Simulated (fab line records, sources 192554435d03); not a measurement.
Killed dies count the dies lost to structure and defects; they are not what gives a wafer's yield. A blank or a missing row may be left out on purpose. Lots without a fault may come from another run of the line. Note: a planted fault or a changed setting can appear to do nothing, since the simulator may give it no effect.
Split-lot experiment :: flow n5Finfet :: 39 wafers read across 7 lots, on a route 1938 steps long

SPLIT DETAILS
At N5_BEOL_M0_SAQP_PECVD_96 (deposits a-Si from SiH4/He, target thk 45 nm, time 45.2 s), the setting timeS was moved away from the recipe's 45.2 s on 15 of the 39 wafers read, by -43.7% to +42.1%. All remaining wafers had this setting at the recipe value.

FROM THE SPLIT TO THE READING: what the file shows between them, 4 steps
- N5_BEOL_M0_SAQP_PECVD_97: deposits SiNx from SiH4/NH3/N2, target thk 23 nm, time 19.9 s
- N5_BEOL_M0_SAQP_PECVD_04: deposits a-Si from SiH4/He, target thk 60 nm, time 60.2 s
- N5_BEOL_M0_SAQP_ETCH_101: etches SiNx in CH3F/O2, target depth 29.9 nm, time 42.7 s
- N5_BEOL_M0_SAQP_ETCH_102: etches SiO2 in CF4, target depth 4 nm, time 4.4 s

THE READING
oesProductAu, in a.u., at N5_BEOL_M0_SAQP_MANDREL_ETCH_103 (etches a-Si in HBr/Cl2, stops on SiCN, target depth 45 nm, bt time 10 s, time 27 s). On this fab line, fault-free wafers typically give 0.687 a.u. with a standard deviation of 0.0079 a.u.

wafer: L080.1
tool, chamber at the split: pecvd-01, 2
timeS as run, s: 61.38
against the recipe: +35.8%
oesProductAu, a.u.: 0.843
against lot-mates on the recipe: +0.157

wafer: L080.2
tool, chamber at the split: pecvd-01, 1
timeS as run, s: 61.38
against the recipe: +35.8%
oesProductAu, a.u.: 0.829
against lot-mates on the recipe: +0.143

wafer: L080.3
tool, chamber at the split: pecvd-01, 0
timeS as run, s: 45.2
against the recipe: recipe
oesProductAu, a.u.: 0.681
against lot-mates on the recipe: -

wafer: L080.4
tool, chamber at the split: pecvd-01, 2
timeS as run, s: 61.38
against the recipe: +35.8%
oesProductAu, a.u.: 0.831
against lot-mates on the recipe: +0.145

wafer: L080.5
tool, chamber at the split: pecvd-01, 0,1
timeS as run, s: 45.2
against the recipe: recipe
oesProductAu, a.u.: 0.686
against lot-mates on the recipe: -

wafer: L080.6
tool, chamber at the split: pecvd-01, 0,1
timeS as run, s: 45.2
against the recipe: recipe
oesProductAu, a.u.: 0.690
against lot-mates on the recipe: -

wafer: L081.1
tool, chamber at the split: pecvd-04, 2
timeS as run, s: 45.2
against the recipe: recipe
oesProductAu, a.u.: 0.683
against lot-mates on the recipe: -

wafer: L081.2
tool, chamber at the split: pecvd-04, 1
timeS as run, s: 45.2
against the recipe: recipe
oesProductAu, a.u.: 0.688
against lot-mates on the recipe: -

wafer: L081.3
tool, chamber at the split: pecvd-04, 0
timeS as run, s: 45.2
against the recipe: recipe
oesProductAu, a.u.: 0.701
against lot-mates on the recipe: -

wafer: L081.4
tool, chamber at the split: pecvd-04, 2,0
timeS as run, s: 45.2
against the recipe: recipe
oesProductAu, a.u.: 0.689
against lot-mates on the recipe: -

wafer: L081.5
tool, chamber at the split: pecvd-04, 2,0
timeS as run, s: 45.2
against the recipe: recipe
oesProductAu, a.u.: 0.684
against lot-mates on the recipe: -

wafer: L081.6
tool, chamber at the split: pecvd-04, 1
timeS as run, s: 45.2
against the recipe: recipe
oesProductAu, a.u.: 0.693
against lot-mates on the recipe: -

wafer: L083.1
tool, chamber at the split: pecvd-01, 0
timeS as run, s: 25.43
against the recipe: -43.7%
oesProductAu, a.u.: 0.514
against lot-mates on the recipe: -0.170

wafer: L083.2
tool, chamber at the split: pecvd-01, 2
timeS as run, s: 45.2
against the recipe: recipe
oesProductAu, a.u.: 0.684
against lot-mates on the recipe: -

wafer: L083.3
tool, chamber at the split: pecvd-01, 1
timeS as run, s: 45.2
against the recipe: recipe
oesProductAu, a.u.: 0.680
against lot-mates on the recipe: -

wafer: L083.4
tool, chamber at the split: pecvd-01, 1
timeS as run, s: 25.43
against the recipe: -43.7%
oesProductAu, a.u.: 0.519
against lot-mates on the recipe: -0.165

wafer: L083.5
tool, chamber at the split: pecvd-01, 0
timeS as run, s: 45.2
against the recipe: recipe
oesProductAu, a.u.: 0.687
against lot-mates on the recipe: -

wafer: L083.6
tool, chamber at the split: pecvd-01, 2
timeS as run, s: 25.43
against the recipe: -43.7%
oesProductAu, a.u.: 0.514
against lot-mates on the recipe: -0.170

wafer: L085.1
tool, chamber at the split: pecvd-01, 1
timeS as run, s: 45.2
against the recipe: recipe
oesProductAu, a.u.: 0.680
against lot-mates on the recipe: -

wafer: L085.2
tool, chamber at the split: pecvd-01, 2
timeS as run, s: 62.91
against the recipe: +39.2%
oesProductAu, a.u.: 0.837
against lot-mates on the recipe: +0.144

wafer: L085.3
tool, chamber at the split: pecvd-01, 0
timeS as run, s: 45.2
against the recipe: recipe
oesProductAu, a.u.: 0.697
against lot-mates on the recipe: -

wafer: L085.4
tool, chamber at the split: pecvd-01, 2
timeS as run, s: 62.91
against the recipe: +39.2%
oesProductAu, a.u.: 0.855
against lot-mates on the recipe: +0.162

wafer: L085.5
tool, chamber at the split: pecvd-01, 1
timeS as run, s: 45.2
against the recipe: recipe
oesProductAu, a.u.: 0.701
against lot-mates on the recipe: -

wafer: L085.6
tool, chamber at the split: pecvd-01, 0
timeS as run, s: 62.91
against the recipe: +39.2%
oesProductAu, a.u.: 0.844
against lot-mates on the recipe: +0.151

wafer: L087.1
tool, chamber at the split: pecvd-04, 1
timeS as run, s: 31
against the recipe: -31.4%
oesProductAu, a.u.: 0.556
against lot-mates on the recipe: -0.136

wafer: L087.2
tool, chamber at the split: pecvd-04, 2
timeS as run, s: 45.2
against the recipe: recipe
oesProductAu, a.u.: 0.690
against lot-mates on the recipe: -

wafer: L087.3
tool, chamber at the split: pecvd-04, 0,1
timeS as run, s: 45.2
against the recipe: recipe
oesProductAu, a.u.: 0.694
against lot-mates on the recipe: -

wafer: L087.4
tool, chamber at the split: pecvd-04, 0
timeS as run, s: 31
against the recipe: -31.4%
oesProductAu, a.u.: 0.568
against lot-mates on the recipe: -0.124

wafer: L087.5
tool, chamber at the split: pecvd-04, 0,1
timeS as run, s: 45.2
against the recipe: recipe
oesProductAu, a.u.: 0.691
against lot-mates on the recipe: -

wafer: L087.6
tool, chamber at the split: pecvd-04, 2
timeS as run, s: 31
against the recipe: -31.4%
oesProductAu, a.u.: 0.553
against lot-mates on the recipe: -0.139

wafer: L091.1
tool, chamber at the split: pecvd-03, 1
timeS as run, s: 45.2
against the recipe: recipe
oesProductAu, a.u.: 0.670
against lot-mates on the recipe: -

wafer: L091.2
tool, chamber at the split: pecvd-03, 0
timeS as run, s: 45.2
against the recipe: recipe
oesProductAu, a.u.: 0.686
against lot-mates on the recipe: -

wafer: L091.3
tool, chamber at the split: pecvd-03, 2
timeS as run, s: 45.2
against the recipe: recipe
oesProductAu, a.u.: 0.686
against lot-mates on the recipe: -

wafer: L091.4
tool, chamber at the split: pecvd-03, 2,1
timeS as run, s: 64.22
against the recipe: +42.1%
oesProductAu, a.u.: 0.857
against lot-mates on the recipe: +0.176

wafer: L091.5
tool, chamber at the split: pecvd-03, 0
timeS as run, s: 64.22
against the recipe: +42.1%
oesProductAu, a.u.: 0.864
against lot-mates on the recipe: +0.183

wafer: L091.6
tool, chamber at the split: pecvd-03, 2,1
timeS as run, s: 64.22
against the recipe: +42.1%
oesProductAu, a.u.: 0.857
against lot-mates on the recipe: +0.176

wafer: L092.1
tool, chamber at the split: pecvd-03, 2,1
timeS as run, s: 45.2
against the recipe: recipe
oesProductAu, a.u.: 0.676
against lot-mates on the recipe: -

wafer: L092.4
tool, chamber at the split: pecvd-03, 2
timeS as run, s: 45.2
against the recipe: recipe
oesProductAu, a.u.: 0.689
against lot-mates on the recipe: -

wafer: L092.6
tool, chamber at the split: pecvd-03, 2,1
timeS as run, s: 45.2
against the recipe: recipe
oesProductAu, a.u.: 0.685
against lot-mates on the recipe: -
Rows listing several chambers each stand for several wafers; the file does not say which wafer went through which chamber.

FIT RESULTS
A straight line over all 39 wafers: oesProductAu changes by +0.00403 a.u. for each +1% of timeS; r = +1.00; the points scatter about the line by 0.0069 a.u.
The same after taking each lot's own level away (the mean of its wafers on the recipe; 39 wafers): +0.00405 a.u. for each +1%; r = +1.00; scatter 0.0072 a.u.
Per that fit: largest timeS move, reading shift of 0.18 a.u.
From 0.6807 to 0.6927 a.u.: that is the span of the lots' own levels, equal to 1.5 times the standard deviation above.
The two slopes are in agreement: the lot-to-lot level therefore moves the slope only a little.
Check: -0.177 a.u. against its lot-mates is what the line predicts for one of the wafers moved furthest among these (-43.7%) when that wafer is left out of the fit. Against them it came out at -0.17 a.u.

OTHER SPLITS APPLIED TO THESE WAFERS
Note: prior to the reading, these wafers also went through further splits. Each is held against what the fit with the lots' levels taken away leaves over:
other split on the same wafers: N5_FIN_SAQP_ETCH_65 timeS
wafers away from the commonest value: 12
r with oesProductAu (lot level and that fit taken away): +0.09

other split on the same wafers: N5_SD_EPI_N_ETCH_45 targetDepthA
wafers away from the commonest value: 18
r with oesProductAu (lot level and that fit taken away): +0.07

other split on the same wafers: N5_MOL_CONTACT_COAG_CVD_140 targetThkA
wafers away from the commonest value: 12
r with oesProductAu (lot level and that fit taken away): -0.15

THE WHOLE CHAIN: every reading that the file lists as answering this split, in the file's order
step: N5_BEOL_M0_SAQP_PECVD_96
what it does: deposits a-Si from SiH4/He, target thk 45 nm, time 45.2 s
reading: a-Si_of_BEOL_M0_SAQP_PECVD_96.thkNm (the simulator's own value, which no gauge read)
change (the file's fit): +0.453 nm for each +1% of the setting
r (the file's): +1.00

step: N5_BEOL_M0_SAQP_MANDREL_ETCH_103
what it does: etches a-Si in HBr/Cl2, stops on SiCN, target depth 45 nm, bt time 10 s, time 27 s
reading: oesProductAu
change (the file's fit): +0.00405 a.u. for each +1% of the setting
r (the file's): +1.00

step: N5_BEOL_M0_SAQP_MANDREL_ETCH_103
what it does: etches a-Si in HBr/Cl2, stops on SiCN, target depth 45 nm, bt time 10 s, time 27 s
reading: etch.depthNm (the simulator's own value, which no gauge read)
change (the file's fit): +0.452 nm for each +1% of the setting
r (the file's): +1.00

FILE'S OWN FIT
oesProductAu changes by +0.00405 a.u. for each +1% of timeS, r = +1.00.
